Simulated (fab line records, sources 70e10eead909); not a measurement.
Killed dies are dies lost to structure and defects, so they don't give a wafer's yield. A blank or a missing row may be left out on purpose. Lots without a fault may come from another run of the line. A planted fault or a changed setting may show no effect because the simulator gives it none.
A struck lot beside a sound one | flow nand_harc | 12 steps out of a route of 1159
Sound: wafers L299.2, L299.3, L299.5. Struck: wafers L309.2, L309.3, L309.6. The cause comes at the end.
At each step with rows: each side's tool, then ch and its chambers, then its first start. Under that, the readings that differ: sound wafers | struck wafers | difference of the means | sigmas: that difference in standard deviations of wafers without a fault.
alike: readings whose means differ by less than 2 such deviations, and words and numbers that are the same on both sides. not compared: withheld readings, readings that some wafer has no value for, bounds like >300 that may hide the same value, and numbers for which the record gives no deviation and whose values overlap.
The two part at a step that has a row with sigmas, a row that says differs or no value, or rows on one side only. Numbers that don't overlap but have no deviation are shown without sigmas and don't part them. A reading that every wafer of one side lacks parts them only if that side has two wafers or more.

first, 1 step without rows for these wafers: NHARC_A_CHANNEL_FILL_D1_SRD_12.
NHARC_A_CHANNEL_FILL_D1_RTA_24: time 5 s.
  sound on rtp_anneal-02 ch 0, day 11 06:51; struck on rtp_anneal-01 ch 0, day 13 21:31
  reading             | sound                | struck               | difference | sigmas
  lamp_zone_7_pct (%) | 29.38 29.38 29.40    | 29.03 29.01 29.01    | -0.37      | -2
  wafer_temp_C_max    | 1004.0 1003.7 1004.3 | 1005.1 1007.3 1006.4 | +2.3       | +2
  alike: lamp_power_pct
NHARC_A_CHANNEL_FILL_D1_INSPECT_13:
  sound on defect_inspect-02, day 11 07:01; struck on defect_inspect-01, day 13 21:41
  reading          | sound       | struck      | difference | sigmas
  raw_defect_count | 277 250 234 | 392 805 225 | +220       | +2
NHARC_A_STAIRCASE_DEP_156: deposits SiNx, target thk 50 nm.
  sound on pecvd-02 ch 0,2, day 11 08:02; struck on pecvd-01 ch 0,2, day 13 21:47
  alike: heater_power_w, showerhead_vpp_V
then, 7 steps without rows for these wafers: NHARC_A_STAIRCASE_DEHYDRATE_158 (time 120 s); NHARC_A_STAIRCASE_HMDS_159 (time 30 s); NHARC_A_STAIRCASE_COAT_160; NHARC_A_STAIRCASE_SOFTBAKE_161 (time 170 s); NHARC_A_STAIRCASE_EBR_162; NHARC_A_STAIRCASE_EXPOSE_163 (exposes mask STAIR OPEN); NHARC_A_STAIRCASE_PEB_164 (peb time 130 s).
NHARC_A_STAIRCASE_DEVELOP_165: time 140 s.
  sound on litho_track-02 ch 0, day 11 08:00; struck on litho_track-03, day 13 22:00
  no value came back on the struck wafers for chill_plate_temp_C (C), exhaust_pa (Pa); on the sound wafers chill_plate_temp_C (C) reads 23.13 22.94 23.00

WHERE THEY PART
First at NHARC_A_CHANNEL_FILL_D1_RTA_24; last, within this record, at NHARC_A_STAIRCASE_DEVELOP_165.

WHY: what the simulator had put in
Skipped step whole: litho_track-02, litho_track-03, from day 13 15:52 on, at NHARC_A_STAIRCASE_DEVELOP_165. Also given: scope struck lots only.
